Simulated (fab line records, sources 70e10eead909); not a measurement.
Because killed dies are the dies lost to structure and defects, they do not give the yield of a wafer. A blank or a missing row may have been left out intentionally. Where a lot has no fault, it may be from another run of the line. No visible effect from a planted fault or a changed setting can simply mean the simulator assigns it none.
A lot that was struck, set against a sound lot | flow nand_harc | 15 steps out of a route of 1302
Sound: the wafers L679.1, L679.3, L679.4. Struck: wafer L695.3; the same lot's L695.4 was not struck, so it is left out; see the end for the cause.
For every step that has rows: the tool of each side, followed by ch and its chambers, followed by its first start. Under that, the readings that differ: sound wafers | struck wafers | difference of the means | sigmas: that difference in standard deviations of wafers without a fault.
alike: readings whose means differ by less than 2 such deviations, and words and numbers that are the same on both sides. not compared: withheld readings, readings that some wafer has no value for, bounds like >300 that may hide the same value, and numbers for which the record gives no deviation and whose values overlap.
A row with sigmas, a row that says differs or no value, or rows on one side alone: a step with any of these is where the two part. Non-overlapping numbers with no deviation appear without sigmas and do not part them. A reading that every wafer of one side lacks parts them only if that side has two wafers or more.

first, 4 steps without rows for these wafers: NHARC_A_DECK1_JOINT_CURE_26 (time 32 s); NHARC_A_DECK1_JOINT_ANNEAL_27 (time 3600 s); NHARC_A_DECK1_JOINT_ANNEAL_28 (time 1800 s); NHARC_A_DECK1_JOINT_ANNEAL_29 (time 1800 s).
NHARC_A_DECK1_JOINT_CMP_02: polishes SiOx.
  sound on cmp-02 ch 0,2,3, day 13 12:58; struck on cmp-02 ch 0, day 20 00:55
  reading             | sound          | struck | difference | sigmas
  motor_current_A (A) | 10.2 10.8 13.2 | 13.5   | +2.1       | +2
  pad_life_wafers     | 218 217 219    | 36     | -182       | -2
after that, 1 step had no rows for these wafers: NHARC_A_DECK1_JOINT_SRD_15.
NHARC_A_DECK1_JOINT_DEP_16: deposits SiO2, target thk 45 nm.
  sound on pecvd-01 ch 0,1, day 13 13:20; struck on pecvd-01 ch 1, day 20 01:18
  alike: heater_power_outer_w, heater_power_w, showerhead_vpp_V, throttle_valve_pct
NHARC_A_DECK1_JOINT_THK_MEAS_17: measures by ellipsometry.
  struck on film_metro-01, day 20 01:35; sound on film_metro-02, day 13 13:37
  alike: thk_nm
NHARC_A_DECK1_JOINT_INSPECT_05:
  struck on defect_inspect-02, day 20 01:37; sound on defect_inspect-02, day 13 13:38
  alike: raw_defect_count
next comes 1 step that has no rows for these wafers: NHARC_A_ONON_D2_DEP_00 (target thickness 1000 nm).
NHARC_A_ONON_D2_THK_MEAS_02: measures by ellipsometry.
  struck on film_metro-02, day 20 02:12; sound on film_metro-01, day 13 14:13
  alike: thk_nm
NHARC_A_ONON_D2_DEP_03: target thk 1000 nm.
  sound on pecvd_onon-01 ch 0, day 13 14:16; struck on pecvd_onon-04 ch 0, day 20 02:22
NHARC_A_ONON_D2_THK_MEAS_05: measures by ellipsometry.
  struck on film_metro-02, day 20 02:46; sound on film_metro-02, day 13 14:47
  reading     | sound       | struck | difference | sigmas
  thk_nm (nm) | 994 994 993 | 1468   | +474       | +47
next comes 1 step that has no rows for these wafers: NHARC_A_ONON_D2_DEP_06 (target thickness 1000 nm).
-- record jumps: 12 days between struck wafers' starts before vs after; left off in module A_ONON_D2, resumes in module END, first step shown is number 1302 of the route --
NHARC_END_SORT_01:
  sound on prober-02 ch 0, day 25 05:53; struck on prober-02 ch 0, day 31 14:54
  reading         | sound    | struck | difference | sigmas
  killed_at_array | 68 63 75 | 675    | +606       | +40
  killed_at_other | 8 4 3    | 1      | -4         | -3
  killed_dies     | 76 69 81 | 677    | +602       | +40
  alike: killed_at_periphery, killed_open, killed_short

## WHERE THEY PART
First at NHARC_A_DECK1_JOINT_CMP_02; last, within this record, at NHARC_END_SORT_01.

WHY: whatever the simulator had introduced
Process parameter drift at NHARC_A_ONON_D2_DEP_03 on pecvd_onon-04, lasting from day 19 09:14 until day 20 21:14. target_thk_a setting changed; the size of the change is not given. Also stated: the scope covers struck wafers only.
